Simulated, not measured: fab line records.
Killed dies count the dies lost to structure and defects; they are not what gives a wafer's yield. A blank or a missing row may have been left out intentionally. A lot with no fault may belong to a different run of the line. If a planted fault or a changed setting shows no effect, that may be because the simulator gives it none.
fab line records	flow nandHarc
record: lots: 14	wafers: 42	lastDay: 25
route steps=1159 shown A_BLC@987 A_M0@1002 END@1159
lots with no fault: from the same line, run without faults
startH: hours from the record's opening day to when the first of the lot's shown wafers began	waitH: time in hours since the lot's previous step	" identical to the entry in the row above	L1.1+2: a single row standing in for several wafers	- no value, or no start was given	* or withheld: withheld	< > ~ a bound
route shown NAME@n: NAME is a module with steps in the file, n the number in the route of the first one	usual: mean/standard deviation taken from wafers without a fault	same: alike in all rows	chamber/n: place in a boat	sites: per-site readings	_std_site: the values' standard deviation	_edge_site: inner sites' mean taken away from outer sites' mean	radiusMm: for every site, how far away it sits from the centre of the wafer	mask NAME#n: copy n	behind: the last tool/chamber to shape the wafer	hold: why the lot went on hold/how many hours it stayed there/how the hold came to an end	device: names the non-switching transistor (n, p or np)	end of line: tests run on the same wafers once the route is complete	step lacking rows: just its recipe	killed: count of dies lost to structure and defects at first sort (not the wafer's yield)	map: shows each die of a wafer: x if killed, . if not, _ if none is there
set.NAME: the run value of the setting; set.NAME@STEP: its run value at that earlier step	model.NAME: the simulator's own value behind a step, which no gauge read
one table for each step of the route and one row for each wafer, over a sample of lots
services: from which hour (startH, from the record's first day; less than 0 if before it) a tool's chamber was out of use, for how many hours, and why
== steps ==
step: NHARC_A_BLC_PVD_32
recipe: targetThkA: 50	chamberPressurePa: 5	powerW: 5000	substrateTempC: 200	timeS: 17.7	material: Ti
usual: throttleValvePct: 29.4/0.72
same: timeS: 17.7
lot.wafer	tool	chamber	startH	waitH	throttleValvePct
L722.3	pvdSputter-01	-	-	-	30.2
L722.4	"	-	"	"	28.9
L722.5	"	-	"	"	30.9
L723.3	pvdSputter-01	-	-	-	28.8
L723.1	"	-	"	"	29.8
L723.6	"	-	"	"	28.4
L724.2	pvdSputter-03	-	-	-	29.6
L724.1	"	-	"	"	29.6
L724.5	"	-	"	"	29.6
L726.2	pvdSputter-02	-	-	-	29.2
L726.6	"	-	"	"	29.4
L726.5	"	-	"	"	29.3
L725.3	pvdSputter-02	-	-	-	29.4
L725.1	"	-	"	"	29.4
L725.5	"	-	"	"	29.4
L727.1	pvdSputter-03	-	-	-	29.8
L727.2	"	-	"	"	29.7
L727.6	"	-	"	"	29.7
L728.1	pvdSputter-02	-	-	-	29.5
L728.4	"	-	"	"	29.3
L728.5	"	-	"	"	29.3
L729.2	pvdSputter-03	-	-	-	29.7
L729.3	"	-	"	"	28.8
L729.4	"	-	"	"	29.8
L737.4	pvdSputter-02	-	-	-	29.0
L737.2	"	-	"	"	29.2
L737.3	"	-	"	"	29.0
L738.2	pvdSputter-03	-	-	-	28.0
L738.1	"	-	"	"	30.6
L738.5	"	-	"	"	28.0
L743.4	pvdSputter-02	-	-	-	29.3
L743.1	"	-	"	"	29.5
L743.5	"	-	"	"	29.5
L741.4	pvdSputter-03	-	-	-	28.7
L741.3	"	-	"	"	30.6
L741.6	"	-	"	"	28.8
L734.2	pvdSputter-02	-	-	-	29.2
L734.1	"	-	"	"	29.8
L734.6	"	-	"	"	29.2
L744.1	pvdSputter-02	-	-	-	29.6
L744.2	"	-	"	"	29.3
L744.4	"	-	"	"	29.3
step: NHARC_A_M0_PEB_07
recipe: pebTempC: 100	pebTimeS: 65
usual: heaterPowerTotalW: 156.6/0.41	plateTempC: 100.01/0.13
lot.wafer	tool	chamber	startH	waitH	heaterPowerTotalW	plateTempC
L722.3	lithoTrack-04	0	417.17	0.0	156.4	99.89
L722.4	"	0	"	"	157.1	99.90
L722.5	"	0	"	"	156.4	100.00
L723.1	lithoTrack-06	0	423.14	0.1	156.8	100.14
L723.3	"	0	"	"	156.3	100.10
L723.6	"	0	"	"	156.1	100.08
L724.1	lithoTrack-06	0	423.29	0.1	156.5	100.08
L724.2	"	0	"	"	156.4	100.11
L724.5	"	0	"	"	157.1	100.05
L726.2	lithoTrack-06	0	447.08	0.1	156.2	99.75
L726.5	"	0	"	"	156.4	99.99
L726.6	"	0	"	"	156.7	100.00
L725.1	lithoTrack-04	0	447.90	0.1	156.3	99.96
L725.3	"	0	"	"	156.6	99.79
L725.5	"	0	"	"	156.7	99.89
L727.1	lithoTrack-04	0	454.00	0.1	156.6	99.79
L727.2	"	0	"	"	156.1	100.04
L727.6	"	0	"	"	156.8	100.02
L728.1	lithoTrack-06	0	457.56	0.1	157.2	99.95
L728.4	"	0	"	"	156.3	99.99
L728.5	"	0	"	"	157.2	99.86
L729.2	lithoTrack-01	0	458.20	0.1	156.6	100.19
L729.3	"	0	"	"	157.1	100.02
L729.4	"	0	"	"	156.0	100.23
L737.2	lithoTrack-01	0	537.76	0.1	151.9	97.55
L737.3	"	0	"	"	151.5	97.48
L737.4	"	0	"	"	151.2	97.44
L738.1	lithoTrack-01	0	544.93	0.1	151.9	97.52
L738.2	"	0	"	"	151.8	97.71
L738.5	"	0	"	"	151.9	97.66
L743.1	lithoTrack-06	0	545.24	0.1	157.1	100.14
L743.4	"	0	"	"	156.5	99.80
L743.5	"	0	"	"	156.6	100.04
L741.3	lithoTrack-06	0	551.54	0.0	156.6	99.89
L741.4	"	0	"	"	156.8	100.13
L741.6	"	0	"	"	156.3	100.02
L734.1	lithoTrack-01	0	558.92	0.1	150.9	97.18
L734.2	"	0	"	"	151.9	97.43
L734.6	"	0	"	"	151.3	97.33
L744.1	lithoTrack-06	0	561.25	0.1	156.0	100.01
L744.2	"	0	"	"	156.7	100.05
L744.4	"	0	"	"	156.0	100.08
step: NHARC_A_M0_CD_MEAS_09
recipe: targetCdNm: 80	landingEnergyEv: 500
usual: cdNm: 80.3/0.76
lot.wafer	tool	chamber	startH	waitH	cdNm
L722.3	cdSem-01	0	417.25	-	81.1
L722.4	"	0	"	"	81.0
L722.5	"	0	"	"	81.4
L723.1	cdSem-02	0	423.21	-	80.6
L723.3	"	0	"	"	82.0
L723.6	"	0	"	"	80.6
L724.1	cdSem-02	0	423.37	-	80.7
L724.2	"	0	"	"	79.9
L724.5	"	0	"	"	81.1
L726.2	cdSem-01	0	447.16	-	81.7
L726.5	"	0	"	"	82.5
L726.6	"	0	"	"	81.7
L725.1	cdSem-02	0	447.98	-	80.8
L725.3	"	0	"	"	81.2
L725.5	"	0	"	"	80.2
L727.1	cdSem-01	0	454.08	-	80.6
L727.2	"	0	"	"	80.2
L727.6	"	0	"	"	79.6
L728.1	cdSem-03	0	457.64	-	80.2
L728.4	"	0	"	"	82.0
L728.5	"	0	"	"	81.2
L729.2	cdSem-02	0	458.28	-	79.7
L729.3	"	0	"	"	79.9
L729.4	"	0	"	"	80.3
L737.2	cdSem-03	0	537.84	-	70.2
L737.3	"	0	"	"	69.9
L737.4	"	0	"	"	70.3
L738.1	cdSem-02	0	545.01	-	70.8
L738.2	"	0	"	"	70.8
L738.5	"	0	"	"	69.9
L743.1	cdSem-03	0	545.32	-	80.2
L743.4	"	0	"	"	80.8
L743.5	"	0	"	"	79.9
L741.3	cdSem-01	0	551.62	-	80.4
L741.4	"	0	"	"	80.4
L741.6	"	0	"	"	80.2
L734.1	cdSem-02	0	558.99	-	72.8
L734.2	"	0	"	"	72.9
L734.6	"	0	"	"	72.9
L744.1	cdSem-03	0	561.33	-	79.3
L744.2	"	0	"	"	80.8
L744.4	"	0	"	"	79.5
step: NHARC_A_M0_INSPECT_11
usual: rawDefectCount: 29/15
lot.wafer	tool	chamber	startH	waitH	rawDefectCount
L722.3	defectInspect-02	-	417.37	0.0	29
L722.4	"	-	"	"	25
L722.5	"	-	"	"	20
L723.1	defectInspect-01	-	423.34	0.0	21
L723.3	"	-	"	"	23
L723.6	"	-	"	"	23
L724.1	defectInspect-01	-	423.49	0.0	10
L724.2	"	-	"	"	6
L724.5	"	-	"	"	7
L726.2	defectInspect-01	-	447.29	0.0	13
L726.5	"	-	"	"	31
L726.6	"	-	"	"	25
L725.1	defectInspect-02	-	448.10	0.0	14
L725.3	"	-	"	"	8
L725.5	"	-	"	"	7
L727.1	defectInspect-02	-	454.20	0.0	34
L727.2	"	-	"	"	21
L727.6	"	-	"	"	23
L728.1	defectInspect-02	-	457.77	0.0	26
L728.4	"	-	"	"	33
L728.5	"	-	"	"	21
L729.2	defectInspect-01	-	458.40	0.0	21
L729.3	"	-	"	"	17
L729.4	"	-	"	"	15
L737.2	defectInspect-01	-	537.97	0.0	68
L737.3	"	-	"	"	52
L737.4	"	-	"	"	51
L738.1	defectInspect-02	-	545.14	0.0	40
L738.2	"	-	"	"	39
L738.5	"	-	"	"	40
L743.1	defectInspect-01	-	545.46	0.0	17
L743.4	"	-	"	"	15
L743.5	"	-	"	"	20
L741.3	defectInspect-01	-	551.74	0.0	41
L741.4	"	-	"	"	43
L741.6	"	-	"	"	32
L734.1	defectInspect-02	-	559.12	0.0	14
L734.2	"	-	"	"	11
L734.6	"	-	"	"	14
L744.1	defectInspect-01	-	561.45	0.0	14
L744.2	"	-	"	"	13
L744.4	"	-	"	"	7
step: NHARC_A_M0_PRE_CLEAN_29
recipe: timeS: 30	tempC: 280	gas: H2/He
usual: heaterPowerW: 413/36
same: timeS: 30
lot.wafer	tool	chamber	startH	waitH	heaterPowerW
L722.4	pvdSputter-03	-	-	-	437
L722.3	"	-	"	"	468
L722.5	"	-	"	"	427
L723.3	pvdSputter-01	-	-	-	413
L723.1	"	-	"	"	372
L723.6	"	-	"	"	414
L724.2	pvdSputter-03	-	-	-	426
L724.1	"	-	"	"	477
L724.5	"	-	"	"	448
L726.2	pvdSputter-03	-	-	-	447
L726.6	"	-	"	"	424
L726.5	"	-	"	"	444
L725.3	pvdSputter-03	-	-	-	462
L725.1	"	-	"	"	417
L725.5	"	-	"	"	442
L727.2	pvdSputter-02	-	-	-	388
L727.1	"	-	"	"	376
L727.6	"	-	"	"	426
L728.1	pvdSputter-02	-	-	-	383
L728.4	"	-	"	"	378
L728.5	"	-	"	"	422
L729.4	pvdSputter-02	-	-	-	380
L729.2	"	-	"	"	397
L729.3	"	-	"	"	411
L737.3	pvdSputter-01	-	-	-	404
L737.2	"	-	"	"	406
L737.4	"	-	"	"	384
L738.2	pvdSputter-03	-	-	-	420
L738.1	"	-	"	"	431
L738.5	"	-	"	"	472
L743.4	pvdSputter-01	-	-	-	403
L743.1	"	-	"	"	378
L743.5	"	-	"	"	344
L741.4	pvdSputter-02	-	-	-	385
L741.3	"	-	"	"	418
L741.6	"	-	"	"	385
L734.1	pvdSputter-02	-	-	-	399
L734.2	"	-	"	"	374
L734.6	"	-	"	"	395
L744.1	pvdSputter-03	-	-	-	452
L744.2	"	-	"	"	426
L744.4	"	-	"	"	433
step: NHARC_END_SORT_01
recipe: tempC: 25
usual: defectLimitedYield: 95.4/1.8	killedAtArray: 27/12	killedAtOther: 0.5/0.9	killedAtPeriphery: 3.7/2.7	killedDies: 31/12	killedOpen: 3.3/2	killedShort: 2.0/1.4	sort_bin_2_pct: 1.4/0.74	sort_bin_3_pct: 0.25/0.2	sort_bin_4_pct: 2.9/1.1	sortNPass: 646/12	sortRimYieldPct: 96.4/2.8	sortYieldPct: 95.4/1.8
same: grossDies: 677	sort_bin_5_pct[%]: 0	sort_bin_6_pct[%]: 0	sort_bin_7_pct[%]: 0	sort_bin_8_pct[%]: 0	sortRimNGross: 106.00
lot.wafer	tool	chamber	startH	waitH	defectLimitedYield[%]	killedAtArray	killedAtOther	killedAtPeriphery	killedDies	killedOpen	killedShort	sort_bin_2_pct[%]	sort_bin_3_pct[%]	sort_bin_4_pct[%]	sortNPass	sortRimYieldPct[%]	sortYieldPct[%]
L727.1	prober-02	0	495.87	2.5	95.3	28	0	4	32	3	0	1.8	0	3.0	645	88.7	95.3
L727.2	prober-02	0	496.67	2.8	95.3	23	3	6	32	3	0	2.2	0.15	2.4	645	97.2	95.3
L727.6	prober-02	0	499.84	4.0	97.2	17	0	2	19	0	2	0.9	0.30	1.6	658	92.5	97.2
L728.1	prober-02	0	503.62	2.5	94.5	23	1	13	37	3	2	2.1	0.30	3.1	640	98.1	94.5
L728.4	prober-02	0	506.04	3.4	95.1	27	0	6	33	1	4	1.0	0.59	3.2	644	96.2	95.1
L728.5	prober-02	0	506.84	3.7	94.8	26	0	9	35	3	4	2.4	0.15	2.7	642	94.3	94.8
L729.2	prober-01	0	504.33	2.8	96.5	20	0	4	24	5	3	1.3	0.15	2.1	653	94.3	96.5
L729.3	prober-01	0	505.12	3.1	96.8	20	0	2	22	2	3	0.9	0	2.4	655	99.1	96.8
L729.4	prober-01	0	505.91	3.3	97.0	17	1	2	20	4	4	0.7	0.30	1.9	657	93.4	97.0
L734.1	prober-01	0	601.93	2.5	97.0	18	1	1	20	4	2	1.3	0.15	1.5	657	97.2	97.0
L734.2	prober-01	0	602.73	2.8	97.0	12	2	6	20	4	3	1.2	0	1.8	657	97.2	97.0
L734.6	prober-01	0	605.93	4.0	96.0	23	1	3	27	10	4	1.5	0.15	2.4	650	96.2	96.0
killed by level:class
L727.1 A_SLIT:chamberFilmFlake=12 A_CHANNEL_HOLE_D1:chamberFilmFlake=5 A_STAIRCASE:chamberFilmFlake=5 A_ZERO_WELL:chamberFilmFlake=3 P_ZERO_WELL:chamberFilmFlake=2 P_STI:chamberFilmFlake=2 A_ONON_D1:geometricParticle:open=1 A_WL_FILL:geometricParticle:open=1
L727.2 A_SLIT:chamberFilmFlake=13 THIN_TSV:chamberFilmFlake=3 A_WL_FILL:geometricParticle:open=2 P_ZERO_WELL:chamberFilmFlake=2 A_CHANNEL_HOLE_D1:chamberFilmFlake=2 A_STAIRCASE:chamberFilmFlake=2 A_ONON_D1:geometricParticle:open=1 P_STI:chamberFilmFlake=1
L727.6 A_SLIT:chamberFilmFlake=8 A_CHANNEL_HOLE_D1:chamberFilmFlake=3 A_CONTACT:chamberFilmFlake=2 P_M0:geometricParticle:short=1 A_WL_FILL:geometricParticle:short=1 P_ZERO_WELL:chamberFilmFlake=1 A_CHANNEL_FILL_D1:chamberFilmFlake=1 A_STAIRCASE:chamberFilmFlake=1
L728.1 A_CHANNEL_HOLE_D1:chamberFilmFlake=14 P_ZERO_WELL:chamberFilmFlake=6 P_STI:chamberFilmFlake=5 A_STAIRCASE:chamberFilmFlake=2 A_SLIT:geometricParticle:open=1 A_WL_FILL:geometricParticle:short=1 A_CONTACT:geometricParticle:short=1 A_M0:geometricParticle:open=1
L729.2 A_SLIT:chamberFilmFlake=6 A_CONTACT:chamberFilmFlake=4 A_STAIRCASE:chamberFilmFlake=3 A_CONTACT:geometricParticle:open=2 P_STI:geometricParticle:open=1 P_GATE:geometricParticle:short=1 P_GATE:geometricParticle:open=1 A_CHANNEL_FILL_D1:geometricParticle:open=1
L729.3 A_SLIT:chamberFilmFlake=7 A_CONTACT:chamberFilmFlake=5 A_STAIRCASE:chamberFilmFlake=3 P_GATE:geometricParticle:open=1 A_CHANNEL_FILL_D1:geometricParticle:short=1 A_WL_FILL:geometricParticle:short=1 A_CONTACT:geometricParticle:short=1 A_BLC:geometricParticle:open=1
L729.4 A_SLIT:chamberFilmFlake=4 A_ONON_D1:geometricParticle:short=2 A_CHANNEL_HOLE_D1:chamberFilmFlake=2 A_STAIRCASE:chamberFilmFlake=2 P_M0:geometricParticle:open=1 P_M1:geometricParticle:open=1 A_ONON_D1:geometricParticle:open=1 A_CONTACT:geometricParticle:short=1
L728.4 A_CHANNEL_HOLE_D1:chamberFilmFlake=15 A_STAIRCASE:chamberFilmFlake=4 P_ZERO_WELL:chamberFilmFlake=3 A_CONTACT:chamberFilmFlake=2 P_GATE:geometricParticle:short=1 P_M0:geometricParticle:open=1 A_SOURCE_PLATE:geometricParticle:short=1 A_CHANNEL_FILL_D1:geometricParticle:short=1
L728.5 A_CHANNEL_HOLE_D1:chamberFilmFlake=14 P_ZERO_WELL:chamberFilmFlake=3 P_STI:chamberFilmFlake=3 A_ONON_D1:geometricParticle:short=2 P_CONTACT:chamberFilmFlake=2 A_STAIRCASE:chamberFilmFlake=2 A_WL_FILL:chamberFilmFlake=2 P_M0:geometricParticle:short=1
L734.1 A_CONTACT:chamberFilmFlake=4 A_STAIRCASE:chamberFilmFlake=3 A_M0:areaPeb=3 A_CHANNEL_FILL_D1:chamberFilmFlake=2 P_CONTACT:geometricParticle:open=1 A_SOURCE_PLATE:geometricParticle:open=1 A_ONON_D1:geometricParticle:short=1 A_CONTACT:geometricParticle:open=1
L734.2 A_CHANNEL_HOLE_D1:chamberFilmFlake=4 P_M0:geometricParticle:short=2 A_CONTACT:chamberFilmFlake=2 THIN_TSV:chamberFilmFlake=2 A_M0:areaPeb=2 P_GATE:geometricParticle:open=1 P_CONTACT:geometricParticle:open=1 P_M2:geometricParticle:open=1
L734.6 A_CONTACT:chamberFilmFlake=5 A_M0:areaPeb=4 A_CONTACT:geometricParticle:open=3 A_CHANNEL_FILL_D1:geometricParticle:open=2 A_CHANNEL_HOLE_D1:chamberFilmFlake=2 P_M0:geometricParticle:open=1 P_M1:geometricParticle:open=1 A_ONON_D1:geometricParticle:open=1
== services ==
tool	chamber	startH	hours	kind
pvdSputter-02	-	392.00	10.0	pm
lithoTrack-01	-	393.36	-	consumableReplace:filter
pvdSputter-01	-	439.33	12.3	repair
lithoTrack-01	-	441.16	-	consumableReplace:filter
lithoTrack-01	-	443.00	7.0	pm
pvdSputter-03	-	458.02	10.0	pm
lithoTrack-06	-	467.00	7.0	pm
pvdSputter-02	-	480.80	6.0	repair
lithoTrack-04	-	491.00	7.0	pm
pvdSputter-03	-	507.27	4.3	repair
pvdSputter-01	-	521.19	10.0	pm
== key ==
firstSign: step: NHARC_A_M0_PEB_07	reading: plateTempC	direction: down	sigmas: 19	usual: *	struck: *
effect: step: NHARC_A_M0_PEB_07	reading: heaterPowerTotalW	direction: down	sigmas: 12	usual: *	struck: *
effect: step: NHARC_A_M0_CD_MEAS_09	reading: cdNm	direction: down	sigmas: 12	usual: 80.3	struck: 71.2	through: controlLoop
metAt NHARC_A_M0_PEB_07
struckLots L734,L737,L738
sortLeftOut L737.2,L737.3,L737.4,L738.1,L738.2,L738.5
loopTrim: step: NHARC_A_M0_EXPOSE_06	setting: dose	lots: L734
notActingAt NHARC_A_BLC_PVD_32,NHARC_A_M0_INSPECT_11,NHARC_A_M0_PRE_CLEAN_29
onsetBetween 458.20 537.76
fault: kind: processParameterDrift	tool: lithoTrack-01	chamber: -	onsetH: 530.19	steps: NHARC_A_M0_PEB_07	channel: pebTempC	offset: *	shape: step	endH: 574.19	actsIn: *	stated: *
sortLeftOut: the simulated sort isn't trusted on such a fault, so these wafers' sort isn't shown, and their yield isn't known
loopTrim: a control loop set the setting to another value than it would have without faults
